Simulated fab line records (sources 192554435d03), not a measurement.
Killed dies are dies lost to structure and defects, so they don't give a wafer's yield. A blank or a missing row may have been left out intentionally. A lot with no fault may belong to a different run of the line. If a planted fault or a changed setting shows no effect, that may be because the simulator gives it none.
fab line records    flow n5-finfet
record: lots: 12  wafers: 36  last-day: 18
route steps=1938 shown BEOL_M8@1383 MIM_TOP@1838 MIM_BOT_ETCH@1866 PASSIVATION@1936
lots untouched by any fault: they come from a run of this same line in which no faults occurred
start-h: start of the lot's first displayed wafer, in hours after the record's first day    wait-h: hours from the lot's prior step to this one    " repeats the value in the row above    L1.1+2: a single row standing in for several wafers    - either no value or no given start    * or withheld: withheld    < > ~ a bound
route shown NAME@n: names a module that has steps shown in the file, with the first one's number in the route    usual: mean and standard deviation over wafers with no fault    same: alike in all rows    chamber/n: place in a boat    sites: the reading at each site    _std_site: the standard deviation of these    _edge_site: inner sites' mean taken away from outer sites' mean    radius-mm: for every site, how far away it sits from the centre of the wafer    mask NAME#n: copy n    behind: the most recent tool/chamber to have shaped the wafer    hold: why the lot was held/for how many hours/how that ended    device: names the non-switching transistor (n, p or np)    end of line: the same wafers' tests at the end of the route    a step with no rows: only its recipe    killed: dies that structure and defects cost at the first sort, which is not the same as the wafer's yield    map: a wafer's dies, marking killed ones x, the rest . and places with no die _
set.NAME: the setting that was run; set.NAME@STEP: the one run at that earlier step    model.NAME: the simulator's own value behind a step, which no gauge read
a sample of lots followed through the steps of the route, with each step as a table and each wafer as a row
services: from which hour (start-h, from the record's first day; less than 0 if before it) a tool's chamber was out of use, for how many hours, and why
== steps ==
step: N5_BEOL_M8_PRECLEAN_42
recipe: chemistry: residue-remover  time-s: 60  temp-c: 40
lot.wafer   tool          chamber  start-h  wait-h
L934.1+3+4  wet-bench-05  2,3,6    200.47   0.0
L935.1+4+6  wet-bench-03  6,5,4    209.60   0.0
L937.3+5+6  wet-bench-03  5,4,6    219.83   0.0
L938.1+2+3  wet-bench-05  7,0,4    245.26   0.0
L939.2+4+5  wet-bench-02  6,1,0    254.32   0.0
L945.2+4+6  wet-bench-05  4,3,2    286.27   0.0
L946.3+4+6  wet-bench-02  6,2,5    286.29   0.0
L948.2+4+6  wet-bench-05  5,7,3    292.43   0.0
L951.3+4+6  wet-bench-03  4,3,2    318.63   0.0
L952.2+3+5  wet-bench-05  6,1,0    318.97   0.0
L953.2+5+6  wet-bench-05  1,2,4    330.31   0.0
L957.1+3+4  wet-bench-02  2,7,4    355.99   0.0
step: N5_MIM_TOP_SPUTTER_03
recipe: material: TiN  target-thk-a: 350  temp-c: 200  power-w: 3000  chamber-pressure-pa: 0.49996  gas: Ar  reactive-partial-pa: 0.37997  time-s: 89.7
usual: substrate-temp-c: 200.01/0.16  throttle-valve-pct: 29.8/1.1
lot.wafer  tool            chamber  start-h  wait-h  substrate-temp-c  throttle-valve-pct
L934.1     pvd-sputter-02  -        261.75   0.0     199.86            31.4
L934.3     "               -        "        "       199.94            28.9
L934.4     "               -        "        "       200.00            30.1
L935.1     pvd-sputter-02  -        270.10   0.0     199.75            28.9
L935.4     "               -        "        "       199.96            30.2
L935.6     "               -        "        "       200.15            29.6
L937.3     pvd-sputter-02  -        280.64   0.0     199.69            29.0
L937.5     "               -        "        "       200.01            30.2
L937.6     "               -        "        "       200.21            31.5
L938.1     pvd-sputter-02  -        297.69   0.0     200.20            31.5
L938.2     "               -        "        "       199.96            29.9
L938.3     "               -        "        "       200.09            29.9
L939.2     pvd-sputter-03  -        309.57   0.0     200.31            27.2
L939.4     "               -        "        "       199.96            29.5
L939.5     "               -        "        "       200.35            27.6
L945.2     pvd-sputter-02  -        343.92   0.0     200.16            30.3
L945.4     "               -        "        "       200.01            29.7
L945.6     "               -        "        "       199.96            29.2
L946.3     pvd-sputter-03  -        345.28   0.0     200.08            31.3
L946.4     "               -        "        "       200.40            27.3
L946.6     "               -        "        "       200.32            27.2
L948.2     pvd-sputter-03  -        356.19   0.0     199.97            31.1
L948.4     "               -        "        "       199.88            29.1
L948.6     "               -        "        "       199.92            31.5
L951.3     pvd-sputter-03  -        375.03   0.0     199.87            27.4
L951.4     "               -        "        "       200.02            31.2
L951.6     "               -        "        "       200.16            30.2
L952.2     pvd-sputter-03  -        378.38   0.0     199.92            31.2
L952.3     "               -        "        "       200.08            27.4
L952.5     "               -        "        "       199.97            30.4
L953.2     pvd-sputter-02  -        386.53   0.0     200.00            30.2
L953.5     "               -        "        "       200.13            29.7
L953.6     "               -        "        "       199.93            31.5
L957.1     pvd-sputter-01  -        417.02   0.0     200.10            30.6
L957.3     "               -        "        "       199.81            28.8
L957.4     "               -        "        "       199.93            29.0
step: N5_MIM_BOT_ETCH_ETCH_04
recipe: chemistry: CF4/O2  target: SiNx  target-depth-a: 260  time-s: 13  ion-energy-ev: 100  pressure-mtorr: 40  source-w: 535  bias-w: 49  Ar_flow_sccm: 100  cf4-flow-sccm: 100  O2_flow_sccm: 10
usual: drypump-motor-current-A: 5.6/0.41  oes-product-au: 0.81/0.077  rf-fwd-power-W: 532.2/1.7  rf-vpp-V: 238/6.7  showerhead-plenum-p-Torr: 2.18/0.064  throttle-valve-pct: 15.90/0.16
lot.wafer  tool         chamber  start-h  wait-h  drypump-motor-current-A  oes-product-au  rf-fwd-power-W  rf-hours-counter-h  rf-vpp-V  showerhead-plenum-p-Torr  throttle-valve-pct
L934.1     rie-diel-06  0        263.33   0.0     5.2                      0.68            535.6           234                 233       2.27                      15.90
L934.3     "            1        "        "       6.3                      0.86            529.4           52                  232       2.31                      15.82
L934.4     "            2        "        "       5.8                      0.85            535.5           91                  241       2.23                      15.92
L935.1     rie-diel-01  2        271.44   0.0     5.5                      0.83            533.5           90                  230       2.13                      15.84
L935.4     "            3        "        "       6.1                      0.94            530.9           17                  243       2.15                      15.61
L935.6     "            1        "        "       5.3                      0.94            529.2           -                   245       2.16                      15.87
L937.3     rie-diel-04  3        282.31   0.0     5.2                      0.79            531.8           122                 232       2.12                      16.04
L937.5     "            2        "        "       6.0                      0.68            531.0           -                   238       2.19                      15.90
L937.6     "            3        "        "       5.2                      0.79            532.1           -                   233       2.12                      16.05
L938.1     rie-diel-01  2        299.13   0.0     5.6                      0.81            532.0           101                 231       2.13                      15.86
L938.2     "            0        "        "       5.2                      0.78            531.2           120                 247       2.29                      15.94
L938.3     "            3        "        "       6.1                      0.93            530.6           27                  245       2.15                      15.61
L939.2     rie-diel-04  0        310.86   0.0     5.9                      0.75            530.0           167                 235       2.13                      15.89
L939.4     "            3        "        "       5.1                      0.77            532.4           132                 233       2.12                      16.06
L939.5     "            3        "        "       5.2                      0.77            534.4           -                   231       2.12                      16.06
L945.2     rie-diel-04  0        345.89   0.0     5.9                      0.74            532.7           177                 236       2.12                      15.90
L945.4     "            3        "        "       5.1                      0.76            533.6           144                 232       2.11                      16.11
L945.6     "            1        "        "       5.9                      0.84            535.5           -                   252       2.24                      15.89
L946.3     rie-diel-04  1        346.83   0.0     5.8                      0.85            532.6           45                  251       2.24                      15.88
L946.4     "            3        "        "       5.1                      0.76            535.4           144                 233       2.11                      16.08
L946.6     "            3        "        "       5.1                      0.76            535.6           -                   231       2.11                      16.07
L948.2     rie-diel-04  1        357.59   0.0     5.9                      0.84            533.5           50                  250       2.24                      15.91
L948.4     "            1        "        "       5.9                      0.84            532.9           -                   251       2.24                      15.90
L948.6     "            0        "        "       5.9                      0.74            531.6           -                   234       2.12                      15.92
L951.3     rie-diel-06  1        376.74   0.0     6.3                      0.82            528.6           93                  230       2.30                      15.91
L951.4     "            2        "        "       5.8                      0.81            529.9           134                 240       2.21                      16.00
L951.6     "            2        "        "       5.8                      0.82            530.0           -                   239       2.21                      15.99
L952.2     rie-diel-06  2        379.88   0.0     5.8                      0.81            532.6           135                 240       2.21                      16.01
L952.3     "            3        "        "       5.0                      0.77            530.2           119                 233       2.13                      16.11
L952.5     "            3        "        "       5.1                      0.77            531.8           -                   231       2.13                      16.13
L953.2     rie-diel-04  2        388.09   0.0     6.0                      0.94            534.8           8                   236       2.17                      15.54
L953.5     "            3        "        "       5.1                      0.75            532.5           -                   232       2.11                      16.12
L953.6     "            2        "        "       6.0                      0.93            534.2           -                   236       2.17                      15.55
L957.1     rie-diel-04  3        418.34   0.0     5.1                      0.73            532.7           174                 232       2.10                      16.12
L957.3     "            1        "        "       5.8                      0.81            533.6           70                  252       2.23                      15.93
L957.4     "            2        "        "       6.0                      0.90            531.8           19                  237       2.17                      15.57
step: N5_PASSIVATION_PROBE_49
usual: defect-limited-yield: 91.1/1.4  killed_at_M0_to_M3: 34/9.7  killed_at_M4_up: 13/5.1  killed-at-contacts: 14/6.3  killed-at-front-end: 40/11  killed-at-other: 3.5/2.7  killed-dies: 105/16  killed-on-rim: 13/4.1  killed-open: 70/12  killed-short: 34/7.8  sort_bin_4_leakage: 0.02/0.13  sort_bin_5_function: 5.2/0.88  sort_bin_6_memory: 3.3/0.7  sort_bin_8_speed: 0.1/0.62  sort-n-pass: 1074/17  sort-yield-pct: 91.0/1.5
same: gross-dies: 1180  killed-at-back-side: 0
lot.wafer  tool       chamber  start-h  wait-h  defect-limited-yield[%]  killed_at_M0_to_M3  killed_at_M4_up  killed-at-contacts  killed-at-front-end  killed-at-other  killed-dies  killed-on-rim  killed-open  killed-short  sort_bin_4_leakage[%]  sort_bin_5_function[%]  sort_bin_6_memory[%]  sort_bin_8_speed[%]  sort-n-pass  sort-yield-pct[%]
L946.3     prober-01  -        357.51   0.1     92.9                     28                  10               14                  27                   5                84           6              60           23            0                      4.2                     2.5                   0                    1096         92.9
L946.4     prober-01  -        357.56   0.2     85.1                     23                  98               6                   40                   9                176          26             61           22            0                      8.0                     3.7                   0                    1004         85.1
L946.6     prober-01  -        357.66   0.3     92.7                     36                  10               5                   30                   5                86           8              57           27            0                      4.7                     2.2                   0                    1094         92.7
killed by level:class
L946.3 MOL_CONTACT_COAG:geometric-particle:open=14 BEOL_M2:geometric-particle:open=8 BEOL_M0_SAQP:geometric-particle:short=7 FIN_SAQP:geometric-particle:open=6 BEOL_M0_SAQP:geometric-particle:open=6 FIN_SAQP:geometric-particle:short=4 BEOL_M1:geometric-particle:open=4 DUMMY_GATE:geometric-particle:open=3
L946.4 BEOL_M8:unspecified=93 STI_FIN_REVEAL:geometric-particle:open=13 FIN_SAQP:geometric-particle:open=6 BEOL_M2:geometric-particle:open=6 BEOL_M3:geometric-particle:open=6 MOL_CONTACT_COAG:geometric-particle:open=4 DUMMY_GATE:geometric-particle:open=4 MIM_TOP_ETCH:geometric-particle:open=4
L946.6 BEOL_M1:geometric-particle:open=9 STI_FIN_REVEAL:geometric-particle:open=8 BEOL_M0_SAQP:geometric-particle:short=7 BEOL_M2:geometric-particle:open=7 FIN_SAQP:geometric-particle:short=6 BEOL_M0_SAQP:geometric-particle:open=6 MOL_CONTACT_COAG:geometric-particle:open=5 FIN_SAQP:geometric-particle:open=4
== services ==
tool            chamber  start-h  hours  kind
rie-diel-04     3        185.80   9.3    repair
rie-diel-04     1        195.45   -      clean
rie-diel-04     1        195.45   -      consumable-replace:focus-ring
rie-diel-04     1        195.45   17.4   scheduled-down
rie-diel-04     1        195.45   17.4   vent-cycle
rie-diel-06     -        221.57   2.8    pm
rie-diel-06     -        256.88   0.1    repair
rie-diel-01     -        284.58   0.4    repair
rie-diel-06     0        311.12   -      clean
rie-diel-06     0        311.12   -      consumable-replace:esc
rie-diel-06     0        311.12   -      consumable-replace:focus-ring
rie-diel-06     0        311.12   22.7   scheduled-down
wet-bench-05    -        322.04   2.4    repair
rie-diel-01     2        337.34   4.5    repair
pvd-sputter-01  -        350.73   6.6    repair
rie-diel-04     2        353.14   -      clean
rie-diel-04     2        353.14   -      consumable-replace:focus-ring
wet-bench-03    -        387.02   7.5    repair
pvd-sputter-01  -        405.30   2.9    repair
pvd-sputter-03  -        406.00   1.9    repair
rie-diel-04     1        406.32   11.2   repair
pvd-sputter-01  -        411.22   0.6    repair
pvd-sputter-03  -        411.82   5.2    repair
rie-diel-01     1        414.00   1.5    repair
== key ==
first-sign: step: N5_PASSIVATION_PROBE_49  reading: killed_at_M4_up  direction: up  sigmas: 17  usual: 13  struck: 98
effect: step: N5_PASSIVATION_PROBE_49  reading: defect-limited-yield  direction: down  sigmas: 4.4  usual: 91.1  struck: 85.1
more-kills-born-at: N5_BEOL_M8_PRECLEAN_42@wet-bench-02: 93
met-at N5_BEOL_M8_PRECLEAN_42
struck-lots L946
struck-wafers L946.4
not-acting-at N5_MIM_TOP_SPUTTER_03,N5_MIM_BOT_ETCH_ETCH_04
fault: kind: chamber-particle-source  tool: wet-bench-02  chamber: 2  onset-h: 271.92  steps: N5_BEOL_M8_PRECLEAN_42  rate-per-visit-cm2: 2.2191  end-h: 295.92
